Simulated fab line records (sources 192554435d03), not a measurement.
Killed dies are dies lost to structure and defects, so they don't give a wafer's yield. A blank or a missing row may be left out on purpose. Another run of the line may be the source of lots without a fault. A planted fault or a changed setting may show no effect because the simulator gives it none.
A struck lot beside a sound one + flow n5_finfet + 26 out of 1938 route steps
Sound: these wafers, L846.1, L846.2, L846.6. Wafers struck: L858.1, L858.5, L858.6. At the end, the cause is stated.
At each step with rows: each side's tool, then ch and its chambers, then its first start. Under that, the readings that differ: sound wafers + struck wafers + difference of the means + sigmas: that difference in standard deviations of wafers without a fault.
alike: a reading whose means differ by less than 2 such deviations, as well as words and numbers matching on both sides. not compared: withheld readings; readings where some wafer has no value; bounds like >300 that might hide an equal value; numbers whose values overlap and for which the record gives no deviation.
Wherever a step has rows on one side only, a row that says differs or no value, or a row with sigmas, the two part there. Numbers that have no deviation but don't overlap get no sigmas and don't part them. A reading missing from all wafers of one side parts the sides only when that side holds two or more wafers.

first, 4 steps without rows for these wafers: N5_WELL_APT_DESCUM_30 (chemistry O2, time 7.9 s); N5_WELL_APT_IMPLANT_31; N5_WELL_APT_IMPLANT_32; N5_WELL_APT_STRIP_33 (strips in SPM, time 900 s).
N5_WELL_APT_RTA_34: time 10 s.
  sound on rtp_anneal-01 ch 0, day 3 03:55; struck on rtp_anneal-02 ch 0, day 6 04:54
  alike: anneal_temp_c_max, lamp_power_pct, lamp_zone_1_pct, lamp_zone_5_pct, wafer_temp_C_max
then, 4 steps without rows for these wafers: N5_WELL_APT_OXIDE_STRIP_42 (strips SiO2 in dHF, time 45 s, target depth 12 nm); N5_WELL_APT_PRECLEAN_36 (cleans in O3/DIW, time 45 s); N5_WELL_APT_PRECLEAN_39 (cleans in dHF, time 60 s); N5_WELL_APT_SRD_37 (time 30 s).
N5_WELL_APT_EPI_41: deposits Si from SiH4/H2, target thk 50 nm, time 297.7 s.
  sound on epi_rpcvd-04 ch 0, day 3 04:10; struck on epi_rpcvd-03 ch 0, day 6 05:09
  alike: throttle_valve_pct
N5_WELL_APT_INSPECT_38: inspects for defects (darkfield).
  struck on defect_inspect-02, day 6 05:59; sound on defect_inspect-02, day 3 04:48
  alike: raw_defect_count
N5_PMOS_HMC_CHANNEL_EPI_HM_DEP_34: deposits SiO2 from TEOS/O2, target thk 36 nm, time 6.9 s.
  sound on pecvd-02 ch 0,1,2, day 3 04:50; struck on pecvd-03 ch 0,1,2, day 6 06:01
  alike: heater_power_w, showerhead_plenum_p_Torr, throttle_valve_pct
N5_PMOS_HMC_CHANNEL_EPI_COAT_31: time 60 s, resist thk 66 nm.
  sound on litho_track-02 ch 0, day 3 04:53; struck on litho_track-03 ch 0, day 6 06:05
| reading                                                | sound                | struck               | difference | sigmas |
|--------------------------------------------------------|----------------------|----------------------|------------|--------|
| spin_speed_rpm (rpm)                                   | 1499.4 1499.9 1500.8 | 1446.8 1447.6 1447.8 | -52.6      | -58    |
| model.BARC_of_PMOS_HMC_CHANNEL_EPI_COAT_31.thk_nm (nm) | 66.18 66.34 65.87    | 66.95 67.01 67.18    | +0.92      |        |
then, 6 steps without rows for these wafers: N5_PMOS_HMC_CHANNEL_EPI_COAT_03 (resist thk 205 nm); N5_PMOS_HMC_CHANNEL_EPI_EBR_05; N5_PMOS_HMC_CHANNEL_EPI_SOFTBAKE_04 (time 60 s); N5_PMOS_HMC_CHANNEL_EPI_EXPOSE_06 (exposes mask PMOS HMC BLK, target cd 240 nm); N5_PMOS_HMC_CHANNEL_EPI_PEB_07 (peb time 60 s); N5_PMOS_HMC_CHANNEL_EPI_DEVELOP_08 (develop time 30 s).
N5_PMOS_HMC_CHANNEL_EPI_CD_MEAS_09: target cd 237.4 nm.
  sound on cd_sem-02 ch 0, day 3 05:07; struck on cd_sem-01 ch 0, day 6 06:26
  alike: cd_nm
N5_PMOS_HMC_CHANNEL_EPI_OVL_MEAS_10:
  sound on overlay-01 ch 0, day 3 05:08; struck on overlay-01 ch 0, day 6 06:28
  alike: PMOS_HMC_BLK_OVL
N5_PMOS_HMC_CHANNEL_EPI_INSPECT_11: inspects for defects (macro).
  struck on defect_inspect-01, day 6 06:29; sound on defect_inspect-01, day 3 05:10
  alike: raw_defect_count
N5_PMOS_HMC_CHANNEL_EPI_DESCUM_14: chemistry O2, time 7.9 s.
  sound on rie_diel-06 ch 0,1,2, day 3 05:12; struck on rie_diel-01 ch 0,1,2, day 6 06:31
  alike: drypump_motor_current_A, o2_flow_sccm, oes_product_au, rf_vpp_V, showerhead_plenum_p_Torr, temp_c, throttle_valve_pct
  not compared: rf_hours_counter_h
N5_PMOS_HMC_CHANNEL_EPI_ETCH_32: etches BARC in N2/H2, stops on SiO2, target depth 85.8 nm, time 50.3 s.
  sound on rie_diel-06 ch 0,1,2, day 3 05:14; struck on rie_diel-01 ch 0,1,2, day 6 06:33
| reading                  | sound             | struck            | difference | sigmas |
|--------------------------|-------------------|-------------------|------------|--------|
| model.etch.depth_nm (nm) | 66.18 66.34 65.87 | 66.95 67.01 67.18 | +0.92      |        |
  alike: bias_w, drypump_motor_current_A, oes_product_au, rf_vpp_V, showerhead_plenum_p_Torr, throttle_valve_pct
  not compared: rf_hours_counter_h
N5_PMOS_HMC_CHANNEL_EPI_HM_OPEN_15: chemistry CHF3/O2, target SiO2, target depth 40.6 nm, time 20.3 s.
  sound on rie_diel-06 ch 0,1,2, day 3 05:17; struck on rie_diel-01 ch 0,1,2, day 6 06:35
  alike: bias_w, drypump_motor_current_A, oes_product_au, rf_vpp_V, showerhead_plenum_p_Torr, throttle_valve_pct
  not compared: rf_hours_counter_h
following that, these wafers have no rows for 1 step: N5_PASSIVATION_PROBE_49.

== WHERE THEY PART ==
Only at N5_PMOS_HMC_CHANNEL_EPI_COAT_31, as far as this record shows. Later steps at which nothing parts them and some readings are alike: N5_PMOS_HMC_CHANNEL_EPI_CD_MEAS_09, N5_PMOS_HMC_CHANNEL_EPI_OVL_MEAS_10, N5_PMOS_HMC_CHANNEL_EPI_INSPECT_11, N5_PMOS_HMC_CHANNEL_EPI_DESCUM_14, N5_PMOS_HMC_CHANNEL_EPI_ETCH_32, N5_PMOS_HMC_CHANNEL_EPI_HM_OPEN_15.

WHY: what had been put in by the simulator
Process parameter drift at N5_PMOS_HMC_CHANNEL_EPI_COAT_31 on litho_track-03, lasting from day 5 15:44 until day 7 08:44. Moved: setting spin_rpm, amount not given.
